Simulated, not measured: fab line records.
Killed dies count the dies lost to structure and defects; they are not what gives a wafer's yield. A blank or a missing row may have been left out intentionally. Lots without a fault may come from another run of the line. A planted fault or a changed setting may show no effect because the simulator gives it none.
fab line records	flow n5-finfet
record: lots: 5	wafers: 15	last-day: 19
route steps=1938 shown BEOL_M4@1099 BEOL_M5@1112 BEOL_M9@1461 PASSIVATION@1936
lots that met no fault: from a run of the same line without faults
start-h: hours from the record's first day to the start of the lot's first wafer shown	wait-h: time in hours since the lot's previous step	" repeats the value in the row above	L1.1+2: several wafers, shown together as one row	- no value present, or no start provided	* or withheld: withheld	< > ~ a bound
route shown NAME@n: a module of which the file shows steps, and the number in the route of the first	usual: mean/standard deviation taken from wafers without a fault	same: alike in all rows	chamber/n: place in a boat	sites: readings site by site	_std_site: how widely they spread, as a standard deviation	_edge_site: mean of outer sites minus mean of inner sites	radius-mm: for every site, how far away it sits from the centre of the wafer	mask NAME#n: copy n	behind: the most recent tool/chamber to have shaped the wafer	hold: cause of the lot's hold/its duration in hours/its outcome	device: whichever transistor did not switch (one of n, p or np)	end of line: the tests these same wafers got at the end of their route	step lacking rows: just its recipe	killed: dies that structure and defects cost at the first sort, which is not the same as the wafer's yield	map: the dies of a wafer, with x for killed, . for not killed, _ for no die there
set.NAME: setting as actually run; set.NAME@STEP: the setting as run at that earlier step	model.NAME: the simulator's own value behind a step, which no gauge read
lots at selected steps of the route; one table per step, one row per wafer
services: the hour from which a tool's chamber was out of use, counted from the record's first day as start-h (under 0 if before that day), plus the number of hours and why
== steps ==
step: N5_BEOL_M4_ANNEAL_95
recipe: temp-c: 400	time-s: 240	ambient: vacuum
step: N5_BEOL_M4_SPUTTER_96
recipe: material: Cu	target-thk-a: 45	temp-c: -20	chamber-pressure-pa: 0.07	power-w: withheld	time-s: 8.29
step: N5_BEOL_M4_ECD_50
recipe: material: Cu	target-thk-a: 3000
step: N5_BEOL_M4_ANNEAL_51
recipe: temp-c: 225	time-s: 90	ambient: N2
step: N5_BEOL_M4_CMP_52
recipe: stop-on: SiOC	t-overpolish-s: 6.8	down-force-psi: 1	platen-rpm: 50	clearing-platen-down-force-psi: 1.5	clearing-platen-rpm: 50	post-cmp-clean: cu-alkaline	target-thk-nm: 40	clearing-platen-pad-velocity-m-s: 0.99484	pad-velocity-m-s: 0.99484
step: N5_BEOL_M4_PRE_CLEAN_60
recipe: gas: NH3/H2	time-s: 15	temp-c: *	rf-power-w: 300
step: N5_BEOL_M4_CO_CAP_55
recipe: material: Co	target-thk-a: 20	temp-c: 200	precursor: CCTBA/H2	pressure-torr: 30	time-s: 102.1
step: N5_BEOL_M4_PRE_CLEAN_56
recipe: gas: NH3	time-s: 15	temp-c: withheld	rf-power-w: 300
step: N5_BEOL_M4_DEP_57
recipe: material: SiCN	target-thk-a: 80	temp-c: withheld	precursor: 3MS/NH3	pressure-torr: 3	rf-w: 202	time-s: 14
step: N5_BEOL_M4_RC_MEAS_101
usual: DIBL_N: 36.6/2.1	DIBL_P: 36.5/2.7	IOFF_N: 0.17/0.043	IOFF_P: 0.22/0.045	ION_N: 674/17	ION_P: 461/9.9	SS_N: 71.7/0.79	SS_P: 73.4/0.79	VT_N: 249/4	VT_P: -250/3.3
lot.wafer	tool	chamber	start-h	wait-h	DIBL_N[mV/V]	DIBL_P[mV/V]	IOFF_N[nA/um]	IOFF_P[nA/um]	ION_N[uA/um]	ION_P[uA/um]	SS_N[mV/dec]	SS_P[mV/dec]	VT_N[mV]	VT_P[mV]
L680.2	prober-02	0	274.16	0.2	34.9	36.4	0.14	0.20	674	472	70.8	73.4	251	-248
L680.3	"	0	"	"	38.0	39.6	0.18	0.24	679	462	72.4	74.1	248	-249
L680.5	"	0	"	"	39.4	41.1	0.20	0.27	668	459	72.8	74.0	248	-247
L681.2	prober-02	0	275.93	0.2	38.1	39.4	0.24	0.26	713	478	71.9	74.1	243	-247
L681.5	"	0	"	"	39.4	39.4	0.24	0.26	705	473	72.1	74.2	243	-250
L681.6	"	0	"	"	37.1	37.6	0.20	0.22	711	475	72.0	73.6	243	-251
L684.1	prober-02	0	284.22	0.0	33.9	34.9	0.14	0.17	679	459	71.1	72.9	251	-251
L684.3	"	0	"	"	37.1	37.3	0.19	0.22	678	462	72.2	73.9	247	-250
L684.4	"	0	"	"	37.5	36.5	0.20	0.20	663	450	72.2	73.0	245	-251
L687.3	prober-02	0	320.61	0.3	38.0	35.6	0.18	0.20	674	451	72.4	73.7	249	-249
L687.4	"	0	"	"	35.6	33.7	0.13	0.17	678	462	71.6	73.0	254	-253
L687.6	"	0	"	"	36.6	31.5	0.16	0.15	646	442	73.1	72.5	257	-253
L686.1	prober-02	0	340.49	0.0	35.9	32.9	0.12	0.15	661	450	71.2	72.7	254	-257
L686.2	"	0	"	"	36.8	34.8	0.13	0.16	659	450	71.7	73.7	255	-255
L686.6	"	0	"	"	37.4	35.9	0.16	0.19	685	461	72.0	73.0	251	-252
step: N5_BEOL_M5_ILD_DEP_00
recipe: material: SiCOH_lowk	target-thk-a: 1406.4	temp-c: 300	precursor: DEMS/porogen	pressure-torr: 5	rf-w: 500	time-s: 25.9
step: N5_BEOL_M5_CURE_79
recipe: temp-c: 385	time-s: 240	ambient: He/Ar	material: SiCOH_lowk
step: N5_BEOL_M5_PECVD_70
recipe: material: SiO2	target-thk-a: 160	temp-c: 400	precursor: TEOS/O2	pressure-torr: 5.5	rf-w: 450	teos-flow-sccm: 53.8	gas: O2	flow-sccm: 3000	time-s: 18
step: N5_BEOL_M5_HM_DEP_02
recipe: material: TiN	target-thk-a: 200	temp-c: 25	chamber-pressure-pa: 0.49996
step: N5_BEOL_M5_COAT_59
recipe: resist: SOC	temp-c: 250	time-s: 60	spin-rpm: 1500	resist-thk-nm: 60
step: N5_BEOL_M5_COAT_60
recipe: resist: SiARC	temp-c: 220	time-s: 60	spin-rpm: 1500	resist-thk-nm: 12
step: N5_BEOL_M5_COAT_71
recipe: resist: underlayer	temp-c: 205	time-s: 60	spin-rpm: 1500	resist-thk-nm: 5
step: N5_BEOL_M5_COAT_05
recipe: resist: CAR-EUV	spin-rpm: 1500	resist-thk-nm: 30
step: N5_BEOL_M5_EBR_07
recipe: solvent: PGMEA	ebr-width-mm: 1.5
step: N5_BEOL_M5_SOFTBAKE_06
recipe: temp-c: 110	time-s: 60	resist: CAR-EUV
step: N5_BEOL_M5_EXPOSE_08
recipe: mask-id: M5	na: 0.33	source-shape: annular	sigma-inner: 0.4	sigma-outer: 0.8	polarization: unpolarized	target-cd-nm: 28	dose-mj: 35.75
step: N5_BEOL_M5_PEB_09
recipe: peb-temp-c: 100	peb-time-s: 60	resist: CAR-EUV
step: N5_BEOL_M5_DEVELOP_10
recipe: develop-time-s: 30	developer: TMAH	resist: CAR-EUV	rinse-liquid: surfactant-rinse	dry: air-spin	dev-temp-c: 23
step: N5_BEOL_M5_DESCUM_16
recipe: chemistry: O2	time-s: 7	source-power-w: 50	bias-power-w: 20	pressure-mtorr: 20	rf-frequency-hz: 2.712e+07	temp-c: 40	resist: CAR-EUV	o2-flow-sccm: 225
step: N5_BEOL_M5_ETCH_72
recipe: chemistry: N2/H2	target: underlayer	target-depth-a: 65	mask-material: CAR-EUV	time-s: 5.2	ion-energy-ev: 200	pressure-mtorr: 30	source-w: 840	bias-w: 150	n2-flow-sccm: 200	h2-flow-sccm: 200	ends: cleared
step: N5_BEOL_M5_ETCH_61
recipe: chemistry: CF4	target: SiARC	target-depth-a: 156	mask-material: CAR-EUV	time-s: 26	ion-energy-ev: 80	pressure-mtorr: 40	source-w: 545	bias-w: 36	Ar_flow_sccm: 100	cf4-flow-sccm: 100	ends: cleared
step: N5_BEOL_M5_ETCH_62
recipe: chemistry: N2/H2	target: SOC	target-depth-a: 750	overetch-a: 150	mask-material: SiARC	temp-c: 40	time-s: 112.5	ion-energy-ev: 200	pressure-mtorr: 30	source-w: 840	bias-w: 150	n2-flow-sccm: 200	h2-flow-sccm: 200
step: N5_BEOL_M5_STRIP_63
recipe: chemistry: N2/H2	temp-c: 40	n2-flow-sccm: 200	h2-flow-sccm: 200	rf-frequency-hz: 6e+07
step: N5_BEOL_M5_STRIP_73
recipe: chemistry: N2/H2	temp-c: 40	n2-flow-sccm: 200	h2-flow-sccm: 200	rf-frequency-hz: 6e+07
step: N5_BEOL_M5_STRIP_64
recipe: chemistry: CF4	resist: SiARC	power-w: 300	bias-power-w: 75	pressure-mtorr: 50	cf4-flow-sccm: 150	rf-frequency-hz: 6e+07
step: N5_BEOL_M5_HM_OPEN_17
recipe: chemistry: Cl2/BCl3	target-depth-a: 200	overetch-a: 60	target: TiN	mask-material: SOC	ion-energy-ev: 150	pressure-mtorr: 10	icp-w: 1000	bias-w: 126	Cl2_flow_sccm: 53.25	bcl3-flow-sccm: 21.75	Ar_flow_sccm: 25
step: N5_BEOL_M5_STRIP_19
recipe: chemistry: O2	power-w: 400	temp-c: 40	pressure-mtorr: 30	rf-frequency-hz: 6e+07	bias-power-w: 0	overash-fraction: 0.2	o2-flow-sccm: 225
step: N5_BEOL_M5_COAT_65
recipe: resist: SOC	temp-c: 250	time-s: 60	spin-rpm: 1500	resist-thk-nm: 60
step: N5_BEOL_M5_COAT_66
recipe: resist: SiARC	temp-c: 220	time-s: 60	spin-rpm: 1500	resist-thk-nm: 12
step: N5_BEOL_M9_SPUTTER_48
recipe: material: Cu	target-thk-a: 120	temp-c: -20	bias-v: 60	power-w: 26000	chamber-pressure-pa: 0.13	time-s: 2
usual: bias-v: 60.1/0.56	cathode-dc-power-W: 26000/4.6	chamber-pressure-pa: 0.13002/0.00027	throttle-valve-pct: 30.0/0.81
lot.wafer	tool	chamber	start-h	wait-h	bias-v	cathode-dc-power-W	chamber-pressure-pa	throttle-valve-pct
L680.2	pvd-sputter-01	-	326.74	0.2	-	-	-	-
L680.3	"	-	"	"	-	-	-	-
L680.5	"	-	"	"	-	-	-	-
L681.2	pvd-sputter-01	-	326.82	0.1	-	-	-	-
L681.5	"	-	"	"	-	-	-	-
L681.6	"	-	"	"	-	-	-	-
L684.1	pvd-sputter-01	-	327.50	0.2	-	-	-	-
L684.3	"	-	"	"	-	-	-	-
L684.4	"	-	"	"	-	-	-	-
L687.3	pvd-sputter-02	-	365.45	0.4	59.7	26001	0.12985	29.8
L687.4	"	-	"	"	60.9	25993	0.12954	29.7
L687.6	"	-	"	"	59.6	25987	0.12967	29.4
L686.1	pvd-sputter-01	-	385.94	0.8	59.5	26002	0.13013	30.5
L686.2	"	-	"	"	60.1	25998	0.1299	28.8
L686.6	"	-	"	"	60.3	26006	0.13024	28.4
step: N5_BEOL_M9_CMP_52
recipe: stop-on: SiCOH_lowk	t-overpolish-s: 7	down-force-psi: 1	platen-rpm: 50	clearing-platen-down-force-psi: 1.5	clearing-platen-rpm: 50	post-cmp-clean: cu-alkaline	target-thk-nm: 140	clearing-platen-pad-velocity-m-s: 0.99484	pad-velocity-m-s: 0.99484
usual: motor-current-A: 6.1/0.62	time-to-endpoint-s: 65/3.4
lot.wafer	tool	chamber	start-h	wait-h	motor-current-A	time-to-endpoint-s
L680.2	cmp-03	3	327.48	0.4	5.3	0
L680.3	"	0	"	"	5.5	0
L680.5	"	0	"	"	5.6	0
L681.2	cmp-04	0	327.60	0.5	5.5	0
L681.5	"	1	"	"	5.7	0
L681.6	"	2	"	"	5.8	1
L684.1	cmp-03	0	328.39	0.5	5.0	0
L684.4	"	1	"	"	7.2	0
L684.3	"	2	"	"	6.6	2
L687.3	cmp-03	3	366.02	0.2	5.4	61
L687.4	"	0	"	"	5.5	60
L687.6	"	3	"	"	5.5	58
L686.1	cmp-04	1	386.50	0.3	6.1	67
L686.2	"	0	"	"	6.2	72
L686.6	"	2	"	"	5.5	68
step: N5_PASSIVATION_PROBE_49
usual: defect-limited-yield: 91.5/1.7	killed_at_M0_to_M3: 33/11	killed_at_M4_up: 13/5.2	killed-at-contacts: 11/5.7	killed-at-front-end: 39/11	killed-at-other: 4/3	killed-dies: 101/20	killed-on-rim: 13/4.1	killed-open: 66/15	killed-short: 33/8.4	sort_bin_5_function: 5.0/1.1	sort_bin_6_memory: 3.2/0.69	sort_bin_8_speed: 0.1/0.52	sort-n-pass: 1078/20	sort-yield-pct: 91.4/1.7
same: gross-dies: 1180	killed-at-back-side: 0	sort_bin_4_leakage[%]: 0
lot.wafer	tool	chamber	start-h	wait-h	defect-limited-yield[%]	killed_at_M0_to_M3	killed_at_M4_up	killed-at-contacts	killed-at-front-end	killed-at-other	killed-dies	killed-on-rim	killed-open	killed-short	sort_bin_5_function[%]	sort_bin_6_memory[%]	sort_bin_8_speed[%]	sort-n-pass	sort-yield-pct[%]
L681.2	prober-02	-	382.07	0.1	0	54	1073	6	46	1	1180	152	75	46	95.8	4.1	0	0	0
L681.5	prober-02	-	382.22	0.2	0	35	1079	4	53	9	1180	152	55	53	96.0	3.4	0	0	0
L681.6	prober-02	-	382.27	0.3	0	43	1093	8	35	1	1180	152	62	33	96.4	3.2	0	0	0
L680.2	prober-02	-	385.98	0.1	0	13	1106	14	41	6	1180	152	53	37	96.9	2.7	0	0	0
L680.3	prober-02	-	386.03	0.1	0	26	1100	8	39	7	1180	152	55	39	97.3	2.6	0	0	0
L680.5	prober-02	-	386.13	0.2	0	27	1090	16	39	8	1180	152	77	25	96.4	3.2	0	0	0
L684.1	prober-01	-	386.67	0.0	0	32	1082	11	51	4	1180	152	72	34	95.9	3.6	0	0	0
L684.3	prober-01	-	386.77	0.1	0	26	1102	12	35	5	1180	152	57	30	96.5	3.1	0	0	0
L684.4	prober-01	-	386.82	0.2	0	28	1098	11	31	12	1180	152	48	38	97.1	2.5	0	0	0
killed by level:class
L681.2 BEOL_M9:area-ecd=542 BEOL_M9:area-sputter=517 BEOL_M0_SAQP:geometric-particle:short=21 FIN_SAQP:geometric-particle:open=13 BEOL_M0_SAQP:geometric-particle:open=12 FIN_SAQP:geometric-particle:short=9 BEOL_M0:geometric-particle:open=7 BEOL_M2:geometric-particle:open=7
L681.5 BEOL_M9:area-sputter=563 BEOL_M9:area-ecd=509 FIN_SAQP:geometric-particle:open=17 FIN_SAQP:geometric-particle:short=14 BEOL_M0_SAQP:geometric-particle:short=14 BEOL_M0_SAQP:geometric-particle:open=8 GATE_CUT:geometric-particle:open=4 GATE_CUT:geometric-particle:short=4
L681.6 BEOL_M9:area-ecd=557 BEOL_M9:area-sputter=528 BEOL_M0_SAQP:geometric-particle:open=15 BEOL_M0_SAQP:geometric-particle:short=11 FIN_SAQP:geometric-particle:short=8 MOL_CONTACT_COAG:geometric-particle:open=7 BEOL_M2:geometric-particle:open=6 FIN_SAQP:geometric-particle:open=5
L680.2 BEOL_M9:area-sputter=570 BEOL_M9:area-ecd=520 FIN_SAQP:geometric-particle:short=12 STI_FIN_REVEAL:geometric-particle:open=12 MOL_CONTACT_COAG:geometric-particle:open=10 FIN_SAQP:geometric-particle:open=5 BEOL_M5:geometric-particle:open=5 BEOL_M4:geometric-particle:short=4
L680.3 BEOL_M9:area-sputter=559 BEOL_M9:area-ecd=526 FIN_SAQP:geometric-particle:short=15 FIN_SAQP:geometric-particle:open=9 BEOL_M0_SAQP:geometric-particle:short=9 BEOL_M0_SAQP:geometric-particle:open=6 MOL_CONTACT_COAG:geometric-particle:open=5 BEOL_M5:geometric-particle:open=5
L680.5 BEOL_M9:area-sputter=544 BEOL_M9:area-ecd=534 MOL_CONTACT_COAG:geometric-particle:open=16 FIN_SAQP:geometric-particle:open=9 STI_FIN_REVEAL:geometric-particle:open=7 BEOL_M3:geometric-particle:open=6 BEOL_M4:geometric-particle:open=6 FIN_SAQP:geometric-particle:short=5
L684.1 BEOL_M9:area-ecd=539 BEOL_M9:area-sputter=535 BEOL_M3:geometric-particle:open=15 FIN_SAQP:geometric-particle:open=11 FIN_SAQP:geometric-particle:short=10 MOL_CONTACT_COAG:geometric-particle:open=10 GATE_CUT:geometric-particle:short=9 GATE_CUT:geometric-particle:open=9
L684.3 BEOL_M9:area-sputter=567 BEOL_M9:area-ecd=526 BEOL_M3:geometric-particle:open=12 MOL_CONTACT_COAG:geometric-particle:open=11 GATE_CUT:geometric-particle:short=8 FIN_SAQP:geometric-particle:open=7 FIN_SAQP:geometric-particle:short=6 DUMMY_GATE:geometric-particle:open=5
L684.4 BEOL_M9:area-ecd=547 BEOL_M9:area-sputter=546 BEOL_M3:geometric-particle:open=14 FIN_SAQP:geometric-particle:open=7 GATE_CUT:geometric-particle:short=7 BEOL_M0_SAQP:geometric-particle:short=7 MOL_CONTACT_COAG:geometric-particle:open=6 MOL_CONTACT_COAG:geometric-particle:short=5
map L680.2 (x killed, . not)
_________________xxxxxxxxxxxx________________
______________xxxxxxxxxxxxxxxxxx_____________
___________xxxxxxxxxxxxxxxxxxxxxxxx__________
__________xxxxxxxxxxxxxxxxxxxxxxxxxx_________
________xxxxxxxxxxxxxxxxxxxxxxxxxxxxxx_______
_______xxxxxxxxxxxxxxxxxxxxxxxxxxxxxxxx______
______xxxxxxxxxxxxxxxxxxxxxxxxxxxxxxxxxx_____
_____xxxxxxxxxxxxxxxxxxxxxxxxxxxxxxxxxxxx____
____xxxxxxxxxxxxxxxxxxxxxxxxxxxxxxxxxxxxxx___
___xxxxxxxxxxxxxxxxxxxxxxxxxxxxxxxxxxxxxxxx__
___xxxxxxxxxxxxxxxxxxxxxxxxxxxxxxxxxxxxxxxx__
__xxxxxxxxxxxxxxxxxxxxxxxxxxxxxxxxxxxxxxxxxx_
__xxxxxxxxxxxxxxxxxxxxxxxxxxxxxxxxxxxxxxxxxx_
_xxxxxxxxxxxxxxxxxxxxxxxxxxxxxxxxxxxxxxxxxxxx
_xxxxxxxxxxxxxxxxxxxxxxxxxxxxxxxxxxxxxxxxxxxx
_xxxxxxxxxxxxxxxxxxxxxxxxxxxxxxxxxxxxxxxxxxxx
_xxxxxxxxxxxxxxxxxxxxxxxxxxxxxxxxxxxxxxxxxxxx
_xxxxxxxxxxxxxxxxxxxxxxxxxxxxxxxxxxxxxxxxxxxx
_xxxxxxxxxxxxxxxxxxxxxxxxxxxxxxxxxxxxxxxxxxxx
_xxxxxxxxxxxxxxxxxxxxxxxxxxxxxxxxxxxxxxxxxxxx
_xxxxxxxxxxxxxxxxxxxxxxxxxxxxxxxxxxxxxxxxxxxx
__xxxxxxxxxxxxxxxxxxxxxxxxxxxxxxxxxxxxxxxxxx_
__xxxxxxxxxxxxxxxxxxxxxxxxxxxxxxxxxxxxxxxxxx_
___xxxxxxxxxxxxxxxxxxxxxxxxxxxxxxxxxxxxxxxx__
___xxxxxxxxxxxxxxxxxxxxxxxxxxxxxxxxxxxxxxxx__
____xxxxxxxxxxxxxxxxxxxxxxxxxxxxxxxxxxxxxx___
_____xxxxxxxxxxxxxxxxxxxxxxxxxxxxxxxxxxxx____
______xxxxxxxxxxxxxxxxxxxxxxxxxxxxxxxxxx_____
_______xxxxxxxxxxxxxxxxxxxxxxxxxxxxxxxx______
________xxxxxxxxxxxxxxxxxxxxxxxxxxxxxx_______
__________xxxxxxxxxxxxxxxxxxxxxxxxxx_________
___________xxxxxxxxxxxxxxxxxxxxxxxx__________
______________xxxxxxxxxxxxxxxxxx_____________
_________________xxxxxxxxxxxx________________
map L681.2 (x killed, . not)
_________________xxxxxxxxxxxx________________
______________xxxxxxxxxxxxxxxxxx_____________
___________xxxxxxxxxxxxxxxxxxxxxxxx__________
__________xxxxxxxxxxxxxxxxxxxxxxxxxx_________
________xxxxxxxxxxxxxxxxxxxxxxxxxxxxxx_______
_______xxxxxxxxxxxxxxxxxxxxxxxxxxxxxxxx______
______xxxxxxxxxxxxxxxxxxxxxxxxxxxxxxxxxx_____
_____xxxxxxxxxxxxxxxxxxxxxxxxxxxxxxxxxxxx____
____xxxxxxxxxxxxxxxxxxxxxxxxxxxxxxxxxxxxxx___
___xxxxxxxxxxxxxxxxxxxxxxxxxxxxxxxxxxxxxxxx__
___xxxxxxxxxxxxxxxxxxxxxxxxxxxxxxxxxxxxxxxx__
__xxxxxxxxxxxxxxxxxxxxxxxxxxxxxxxxxxxxxxxxxx_
__xxxxxxxxxxxxxxxxxxxxxxxxxxxxxxxxxxxxxxxxxx_
_xxxxxxxxxxxxxxxxxxxxxxxxxxxxxxxxxxxxxxxxxxxx
_xxxxxxxxxxxxxxxxxxxxxxxxxxxxxxxxxxxxxxxxxxxx
_xxxxxxxxxxxxxxxxxxxxxxxxxxxxxxxxxxxxxxxxxxxx
_xxxxxxxxxxxxxxxxxxxxxxxxxxxxxxxxxxxxxxxxxxxx
_xxxxxxxxxxxxxxxxxxxxxxxxxxxxxxxxxxxxxxxxxxxx
_xxxxxxxxxxxxxxxxxxxxxxxxxxxxxxxxxxxxxxxxxxxx
_xxxxxxxxxxxxxxxxxxxxxxxxxxxxxxxxxxxxxxxxxxxx
_xxxxxxxxxxxxxxxxxxxxxxxxxxxxxxxxxxxxxxxxxxxx
__xxxxxxxxxxxxxxxxxxxxxxxxxxxxxxxxxxxxxxxxxx_
__xxxxxxxxxxxxxxxxxxxxxxxxxxxxxxxxxxxxxxxxxx_
___xxxxxxxxxxxxxxxxxxxxxxxxxxxxxxxxxxxxxxxx__
___xxxxxxxxxxxxxxxxxxxxxxxxxxxxxxxxxxxxxxxx__
____xxxxxxxxxxxxxxxxxxxxxxxxxxxxxxxxxxxxxx___
_____xxxxxxxxxxxxxxxxxxxxxxxxxxxxxxxxxxxx____
______xxxxxxxxxxxxxxxxxxxxxxxxxxxxxxxxxx_____
_______xxxxxxxxxxxxxxxxxxxxxxxxxxxxxxxx______
________xxxxxxxxxxxxxxxxxxxxxxxxxxxxxx_______
__________xxxxxxxxxxxxxxxxxxxxxxxxxx_________
___________xxxxxxxxxxxxxxxxxxxxxxxx__________
______________xxxxxxxxxxxxxxxxxx_____________
_________________xxxxxxxxxxxx________________
== services ==
tool	chamber	start-h	hours	kind
cmp-04	-	341.81	5.5	pm
pvd-sputter-01	-	354.49	2.5	repair
cmp-04	-	383.28	0.5	repair
== key ==
first-sign: step: N5_BEOL_M9_SPUTTER_48	reading: tool-record	direction: missing
effect: step: N5_BEOL_M9_CMP_52	reading: time-to-endpoint-s	direction: down	sigmas: 19	usual: *	struck: *
effect: step: N5_PASSIVATION_PROBE_49	reading: killed_at_M4_up	direction: up	sigmas: 99+	usual: 13	struck: 1091
more-kills-born-at: N5_BEOL_M9_SPUTTER_48@pvd-sputter-01: 4929	N5_BEOL_M9_ECD_50@ecd-cu-02: 3192	N5_BEOL_M9_ECD_50@ecd-cu-01: 1608
met-at N5_BEOL_M9_SPUTTER_48
struck-wafers L680.2,L680.3,L680.5,L681.2,L681.5,L681.6,L684.1,L684.3,L684.4
later-rows-left-out L680.2,L680.3,L680.5,L681.2,L681.5,L681.6,L684.1,L684.3,L684.4
fault: kind: skipped-step-whole	tool: pvd-sputter-01	chamber: -	onset-h: 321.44	steps: N5_BEOL_M9_SPUTTER_48	scope: struck-lots-only
later-rows-left-out: the simulator's readings of these wafers behind a module that went badly wrong aren't trusted and aren't shown, but for the sort
